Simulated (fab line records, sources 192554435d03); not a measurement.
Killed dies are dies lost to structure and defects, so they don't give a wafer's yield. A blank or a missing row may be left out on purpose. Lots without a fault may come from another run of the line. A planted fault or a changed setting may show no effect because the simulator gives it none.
Split-lot experiment | flow n5_finfet | 7 lots, 39 wafers read, on a route of 1938 steps

THE SPLIT
At N5_SD_EPI_P_EPI_21 (deposits SiGe:B, time 355 s), the setting time_s was moved away from the recipe's 355 s on 12 of the 39 wafers read, by -26.3% to +45.4%. The other wafers ran this setting at the recipe's value.

The reading is taken at the split's own step.

THE READING
SiGe-B_of_SD_EPI_P_EPI_21.thk_nm (the simulator's own value, which no gauge read), in nm, at N5_SD_EPI_P_EPI_21 (deposits SiGe:B, time 355 s). The file gives no usual value for it. The 27 wafers here that ran the recipe average 60.5 nm, standard deviation 0.51 nm.

wafer  | tool, chamber at the split | time_s as run, s | against the recipe | SiGe-B_of_SD_EPI_P_EPI_21.thk_nm, nm | against lot-mates on the recipe
L079.1 | epi_rpcvd-04, 0            | 355              | recipe             | 61                                   | -
L079.6 | epi_rpcvd-04, 0            | 355              | recipe             | 61                                   | -
L079.2 | epi_rpcvd-04, 0            | 510.8            | +43.9%             | 78.4                                 | +17.6
L079.3 | epi_rpcvd-04, 0            | 355              | recipe             | 60.4                                 | -
L079.4 | epi_rpcvd-04, 0            | 510.8            | +43.9%             | 79                                   | +18.2
L079.5 | epi_rpcvd-04, 0            | 510.8            | +43.9%             | 79.2                                 | +18.4
L081.1 | epi_rpcvd-02, 0            | 516.2            | +45.4%             | 80                                   | +18.9
L081.2 | epi_rpcvd-02, 0            | 355              | recipe             | 61.4                                 | -
L081.3 | epi_rpcvd-02, 0            | 355              | recipe             | 60.8                                 | -
L081.4 | epi_rpcvd-02, 0            | 516.2            | +45.4%             | 79.2                                 | +18.1
L081.5 | epi_rpcvd-02, 0            | 355              | recipe             | 61                                   | -
L081.6 | epi_rpcvd-02, 0            | 516.2            | +45.4%             | 78.6                                 | +17.5
L085.1 | epi_rpcvd-02, 0            | 355              | recipe             | 60.4                                 | -
L085.2 | epi_rpcvd-02, 0            | 355              | recipe             | 60.4                                 | -
L085.6 | epi_rpcvd-02, 0            | 355              | recipe             | 60.4                                 | -
L085.3 | epi_rpcvd-02, 0            | 355              | recipe             | 59.6                                 | -
L085.4 | epi_rpcvd-02, 0            | 355              | recipe             | 60                                   | -
L085.5 | epi_rpcvd-02, 0            | 355              | recipe             | 60.2                                 | -
L086.1 | epi_rpcvd-02, 0            | 355              | recipe             | 60                                   | -
L086.5 | epi_rpcvd-02, 0            | 355              | recipe             | 60                                   | -
L086.2 | epi_rpcvd-02, 0            | 355              | recipe             | 59.8                                 | -
L086.3 | epi_rpcvd-02, 0            | 355              | recipe             | 59.8                                 | -
L086.4 | epi_rpcvd-02, 0            | 355              | recipe             | 59.8                                 | -
L086.6 | epi_rpcvd-02, 0            | 355              | recipe             | 59.8                                 | -
L087.1 | epi_rpcvd-03, 0            | 494.1            | +39.2%             | 76                                   | +15.4
L087.2 | epi_rpcvd-03, 0            | 355              | recipe             | 60.4                                 | -
L087.5 | epi_rpcvd-03, 0            | 355              | recipe             | 60.4                                 | -
L087.3 | epi_rpcvd-03, 0            | 494.1            | +39.2%             | 77                                   | +16.4
L087.4 | epi_rpcvd-03, 0            | 494.1            | +39.2%             | 76.4                                 | +15.8
L087.6 | epi_rpcvd-03, 0            | 355              | recipe             | 61                                   | -
L091.1 | epi_rpcvd-02, 0            | 355              | recipe             | 61.2                                 | -
L091.2 | epi_rpcvd-02, 0            | 261.5            | -26.3%             | 48.4                                 | -12.3
L091.3 | epi_rpcvd-02, 0            | 355              | recipe             | 61                                   | -
L091.4 | epi_rpcvd-02, 0            | 261.5            | -26.3%             | 48.6                                 | -12.1
L091.5 | epi_rpcvd-02, 0            | 355              | recipe             | 60                                   | -
L091.6 | epi_rpcvd-02, 0            | 261.5            | -26.3%             | 49                                   | -11.7
L094.1 | epi_rpcvd-02, 0            | 355              | recipe             | 61                                   | -
L094.3 | epi_rpcvd-02, 0            | 355              | recipe             | 61                                   | -
L094.4 | epi_rpcvd-02, 0            | 355              | recipe             | 60.6                                 | -

THE FIT
A straight line over all 39 wafers: SiGe-B_of_SD_EPI_P_EPI_21.thk_nm changes by +0.42 nm for each +1% of time_s; r = +1.00; the points scatter about the line by 0.54 nm.
The same after taking each lot's own level away (the mean of its wafers on the recipe; 39 wafers): +0.414 nm for each +1%; r = +1.00; scatter 0.48 nm.
On that fit, the largest move of time_s shifts the reading by 19 nm.
The lots' own levels span 59.87 to 61.07 nm, that is 2.4 times the standard deviation above.
So the lot-to-lot level changes the slope little: the two slopes agree.
Check: with one of the wafers moved furthest among these (+45.4%) left out of the fit, the line predicts +18.6 nm for it against its lot-mates. It came out at +18.9 nm against them.

OTHER SPLITS ON THESE WAFERS
These wafers also went through other splits before the reading. Each is held against what the fit with the lots' levels taken away leaves over:
other split on the same wafers          | wafers away from the commonest value | r with SiGe-B_of_SD_EPI_P_EPI_21.thk_nm (lot level and that fit taken away)
N5_ZERO_LAYER_DEVELOP_10 develop_time_s | 15                                   | +0.09
N5_FIN_SAQP_ETCH_65 time_s              | 15                                   | +0.21

THE WHOLE CHAIN: every reading that the file lists as answering this split, in the file's order
step                    | what it does                | reading                                                                           | change (the file's fit)               | r (the file's)
N5_SD_EPI_P_EPI_21      | deposits SiGe:B, time 355 s | SiGe-B_of_SD_EPI_P_EPI_21.thk_nm (the simulator's own value, which no gauge read) | +0.412 nm for each +1% of the setting | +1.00
N5_SD_EPI_P_EPI_MEAS_23 |                             | thk_nm                                                                            | withheld for each +1% of the setting  | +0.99

THE FILE'S OWN FIT
SiGe-B_of_SD_EPI_P_EPI_21.thk_nm changes by +0.412 nm for each +1% of time_s, r = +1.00.
